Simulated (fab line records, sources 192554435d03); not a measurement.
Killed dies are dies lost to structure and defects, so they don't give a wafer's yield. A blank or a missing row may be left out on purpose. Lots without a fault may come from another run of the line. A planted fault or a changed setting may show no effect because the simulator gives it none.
Which tool did it? | flow n5_finfet | 10 lots, 30 wafers sampled, at 2 steps of a route of 1938

WHAT THE GAUGES READ, wafer by wafer
N5_BEOL_M12_OCD_MEAS_35.
lot  | measured     | on     | trench_depth_nm (nm)
L430 | day 10 11:10 | ocd-01 | 323 312 321
L431 | day 11 00:10 | ocd-02 | 325 318 323
L434 | day 11 21:49 | ocd-01 | 319 318 321
L436 | day 12 00:33 | ocd-02 | 316 320 319
L438 | day 13 04:23 | ocd-01 | 316 321 322
L439 | day 13 15:53 | ocd-01 | 317 321 318
L440 | day 14 00:28 | ocd-01 | 314 315 318
L445 | day 14 23:01 | ocd-02 | 320 321 321
L448 | day 15 15:24 | ocd-01 | 318 315 315
L453 | day 17 18:42 | ocd-01 | 320 317 317

WHICH TOOL RAN EACH LOT (tool, then ch and the chambers of the sampled wafers, then the start)
lot  | N5_BEOL_M12_ETCH_67
L430 | rie_diel-01 ch 0,1,3, day 10 10:41
L431 | rie_diel-02 ch 0,2,3, day 10 23:41
L434 | rie_diel-06 ch 0,2,3, day 11 21:20
L436 | rie_diel-02 ch 1,2,3, day 12 00:04
L438 | rie_diel-06 ch 0,1,2, day 13 03:53
L439 | rie_diel-02 ch 0,2,3, day 13 15:24
L440 | rie_diel-02 ch 0,1,3, day 13 23:59
L445 | rie_diel-01 ch 0,1, day 14 22:32
L448 | rie_diel-02 ch 0,1,3, day 15 14:55
L453 | rie_diel-01 ch 0,1,2, day 17 18:13
- N5_BEOL_M12_ETCH_67: etches SiARC in CF4, target depth 143 nm, time 238.3 s.

THE ANSWER, worked out from the rows above alone
Rule: what is usual is taken from the lots themselves. Put in order of their means at a reading, lots are off if they are a third of the lots or fewer, leave a main group of 4 or more, and stand apart from it by a gap of 3 or more times the standard deviation of the main group's means; of several such gaps the widest counts. A main group whose means are all the same, to the digits that the tables above print for the reading, isn't used. A lot without any number at a reading at which 4 lots or more have one is off too. The other lots that the step has rows for count as sound.
No lot is off at any reading shown: from this, nothing can be told.

WHAT THE SIMULATOR HAD PUT IN
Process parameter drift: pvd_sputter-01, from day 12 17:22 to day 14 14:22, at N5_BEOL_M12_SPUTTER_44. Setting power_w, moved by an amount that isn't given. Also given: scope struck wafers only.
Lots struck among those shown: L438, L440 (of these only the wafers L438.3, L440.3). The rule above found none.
